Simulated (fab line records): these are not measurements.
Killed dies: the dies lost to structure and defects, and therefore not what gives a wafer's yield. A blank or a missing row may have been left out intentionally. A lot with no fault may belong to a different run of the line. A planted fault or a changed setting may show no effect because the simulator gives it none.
Which tool was responsible? + flow nand_harc + Sampling: 12 lots, 36 wafers, 5 of 1302 route steps

WHAT THE GAUGES READ, wafer by wafer
NHARC_A_CONTACT_CD_MEAS_69 targets a cd of 300 nm.
| lot  | measured     | on        | cd_nm (nm)        |
|------|--------------|-----------|-------------------|
| L207 | day 22 12:25 | cd_sem-01 | 299.5 299.2 299.6 |
| L209 | day 22 13:59 | cd_sem-02 | 298.9 298.8 299.6 |
| L211 | day 22 21:06 | cd_sem-02 | 300.1 299.9 299.5 |
| L212 | day 24 12:15 | cd_sem-03 | 299.7 299.9 299.9 |
| L217 | day 26 00:44 | cd_sem-02 | 299.1 299.3 298.1 |
| L215 | day 26 00:53 | cd_sem-01 | 300.9 300.9 301.3 |
| L216 | day 26 03:11 | cd_sem-01 | 300.3 299.6 299.2 |
| L219 | day 26 22:58 | cd_sem-01 | 298.5 299.9 298.9 |
| L220 | day 27 11:56 | cd_sem-03 | 300.0 300.6 300.3 |
| L221 | day 28 05:20 | cd_sem-01 | 295.5 296.0 296.3 |
| L226 | day 30 10:49 | cd_sem-02 | 300.8 301.0 299.8 |
| L229 | day 31 07:05 | cd_sem-01 | 296.5 296.0 296.1 |

WHAT TOOL EACH LOT RAN ON (gives the tool, then ch and the chambers of the sampled wafers, and finally the start)
| lot  | NHARC_A_CONTACT_ETCH_118             | NHARC_A_CONTACT_ETCH_119             | NHARC_A_CONTACT_ETCH_96                       | NHARC_A_CONTACT_EXPOSE_66          |
|------|--------------------------------------|--------------------------------------|-----------------------------------------------|------------------------------------|
| L207 | har_cap_etch-02 ch 0,1, day 22 04:27 | har_cap_etch-02 ch 0,1, day 22 04:37 | rie_diel-13 ch 1,2,3, day 22 12:17 or earlier | arfi_scanner-03 ch 0, day 22 12:17 |
| L209 | har_cap_etch-03 ch 0,1, day 22 05:32 | har_cap_etch-03 ch 0,1, day 22 05:43 | rie_diel-13 ch 0,3, day 22 13:50 or earlier   | arfi_scanner-01 ch 0, day 22 13:50 |
| L211 | har_cap_etch-02 ch 0,1, day 22 14:02 | har_cap_etch-02 ch 0,1, day 22 14:12 | rie_diel-05 ch 0,2, day 22 16:01              | arfi_scanner-01 ch 0, day 22 20:58 |
| L212 | har_cap_etch-03 ch 0,1, day 24 05:16 | har_cap_etch-03 ch 0,1, day 24 05:26 | rie_diel-03 ch 1,2,3, day 24 12:07 or earlier | arfi_scanner-02 ch 0, day 24 12:07 |
| L217 | har_cap_etch-03 ch 0,1, day 25 16:32 | har_cap_etch-03 ch 0,1, day 25 16:42 | rie_diel-03 ch 0,1, day 26 00:36 or earlier   | arfi_scanner-03 ch 0, day 26 00:36 |
| L215 | har_cap_etch-01 ch 0,1, day 25 17:41 | har_cap_etch-01 ch 0,1, day 25 17:51 | rie_diel-05 ch 0,1,2, day 26 00:45 or earlier | arfi_scanner-02 ch 0, day 26 00:45 |
| L216 | har_cap_etch-02 ch 0,1, day 25 18:34 | har_cap_etch-02 ch 0,1, day 25 18:44 | rie_diel-03 ch 0,1,2, day 26 03:02 or earlier | arfi_scanner-03 ch 0, day 26 03:02 |
| L219 | har_cap_etch-02 ch 0,1, day 26 14:46 | har_cap_etch-02 ch 0,1, day 26 14:56 | rie_diel-13 ch 0,2, day 26 22:49 or earlier   | arfi_scanner-01 ch 0, day 26 22:49 |
| L220 | har_cap_etch-02 ch 0, day 27 04:27   | har_cap_etch-02 ch 0, day 27 04:37   | rie_diel-03 ch 1,2,3, day 27 11:49 or earlier | arfi_scanner-02 ch 0, day 27 11:49 |
| L221 | har_cap_etch-01 ch 0,1, day 27 20:37 | har_cap_etch-01 ch 0,1, day 27 20:47 | rie_diel-05 ch 0,2, day 28 05:12 or earlier   | arfi_scanner-02 ch 0, day 28 05:12 |
| L226 | har_cap_etch-03 ch 0,1, day 30 01:26 | har_cap_etch-03 ch 0,1, day 30 01:37 | rie_diel-03 ch 0,1,3, day 30 10:41 or earlier | arfi_scanner-01 ch 0, day 30 10:41 |
| L229 | har_cap_etch-01 ch 0,1, day 31 00:03 | har_cap_etch-01 ch 0,1, day 31 00:13 | rie_diel-03 ch 0,1,3, day 31 02:02            | arfi_scanner-02 ch 0, day 31 06:57 |
- NHARC_A_CONTACT_ETCH_118: etches the open film in C4F8/O2/Ar, time 190 s, target depth 1850 nm.
- NHARC_A_CONTACT_ETCH_119: etches the open film in C4F8/O2/Ar, time 190 s, target depth 1850 nm.
- NHARC_A_CONTACT_ETCH_96: etches the open film in C4F6/O2, target depth 20 nm, time 10 s.
- NHARC_A_CONTACT_EXPOSE_66: exposes mask A CC 2.

WHAT THE TOOLS THEMSELVES READ (means of the sampled wafers that have a number; where no wafer has one, the mark that the record gives instead)
NHARC_A_CONTACT_ETCH_96.
| lot  | tool        | drypump_motor_current_A (A) | oes_product_au (a.u.) | rf_vpp_V (V) | showerhead_plenum_p_Torr (Torr) | throttle_valve_pct (%) |
|------|-------------|-----------------------------|-----------------------|--------------|---------------------------------|------------------------|
| L207 | rie_diel-13 | 5.6                         | 0.942                 | 546          | 3.83                            | 26.897                 |
| L209 | rie_diel-13 | 5.5                         | 0.952                 | 543          | 3.73                            | 26.914                 |
| L211 | rie_diel-05 | 5.9                         | 0.953                 | 548          | 4.01                            | 26.909                 |
| L212 | rie_diel-03 | 5.4                         | 0.970                 | 546          | 3.93                            | 26.901                 |
| L217 | rie_diel-03 | 5.4                         | 0.997                 | 545          | 3.79                            | 26.902                 |
| L215 | rie_diel-05 | 5.8                         | 0.993                 | 549          | 4.03                            | 26.915                 |
| L216 | rie_diel-03 | 5.4                         | 0.998                 | 547          | 3.94                            | 26.897                 |
| L219 | rie_diel-13 | 5.4                         | 0.940                 | 542          | 3.72                            | 26.899                 |
| L220 | rie_diel-03 | 5.4                         | 0.944                 | 547          | 3.92                            | 26.895                 |
| L221 | rie_diel-05 | 5.9                         | 0.940                 | 552          | 4.17                            | 26.909                 |
| L226 | rie_diel-03 | 5.6                         | 1.001                 | 551          | 4.10                            | 26.896                 |
| L229 | rie_diel-03 | 5.6                         | 1.004                 | 549          | 4.10                            | 26.897                 |

NHARC_A_CONTACT_EXPOSE_66.
| lot  | tool            | exposure_dose_mJ_cm2 |
|------|-----------------|----------------------|
| L207 | arfi_scanner-03 | 58.96                |
| L209 | arfi_scanner-01 | 58.97                |
| L211 | arfi_scanner-01 | 59.03                |
| L212 | arfi_scanner-02 | 59.08                |
| L217 | arfi_scanner-03 | 59.00                |
| L215 | arfi_scanner-02 | 59.03                |
| L216 | arfi_scanner-03 | 58.94                |
| L219 | arfi_scanner-01 | 59.00                |
| L220 | arfi_scanner-02 | 59.06                |
| L221 | arfi_scanner-02 | 54.45                |
| L226 | arfi_scanner-01 | 58.94                |
| L229 | arfi_scanner-02 | 55.34                |

THE ANSWER, worked out from the rows above alone
Rule: the lots themselves supply what counts as usual. The widest of any qualifying gaps counts: lots, ordered by their means at a reading, are off when they make up no more than a third of the lots, leave a main group of 4 or more, and stand apart from it by 3 or more times the standard deviation of that group's means. The tables above print the reading to a certain number of digits; a main group whose means all agree to those digits is not used. Also off: a lot with no number at a reading for which 4 or more lots have one. Any other lot the step has rows for is counted as sound. Order of review: gauges by route order, followed by the tools' own readings, for which a lot's mean as printed above is used. The first step at which some lot is off is used, and at that step the reading that is off furthest; a lot without a number counts as furthest.
Off, at NHARC_A_CONTACT_CD_MEAS_69 on cd_nm: L221, L229. Main group: mean 299.8 nm, sd 0.66.
If a tool, at a process step before that reading, ran all the lots that are off and no sound lot after the first of them, it fits. Not tried: the gauges at NHARC_A_CONTACT_CD_MEAS_69; whatever is off there is also off at NHARC_A_CONTACT_EXPOSE_66, on other tools, and gauge error can't account for it. With no start given for some of its lots, NHARC_A_CONTACT_ETCH_96 uses the hours and lot order of NHARC_A_CONTACT_EXPOSE_66. 2 tools fit, har_cap_etch-01 at NHARC_A_CONTACT_ETCH_118 and NHARC_A_CONTACT_ETCH_119 and arfi_scanner-02 at NHARC_A_CONTACT_EXPOSE_66, so this cannot tell which one it is.

WHAT HAD BEEN PUT IN BY THE SIMULATOR
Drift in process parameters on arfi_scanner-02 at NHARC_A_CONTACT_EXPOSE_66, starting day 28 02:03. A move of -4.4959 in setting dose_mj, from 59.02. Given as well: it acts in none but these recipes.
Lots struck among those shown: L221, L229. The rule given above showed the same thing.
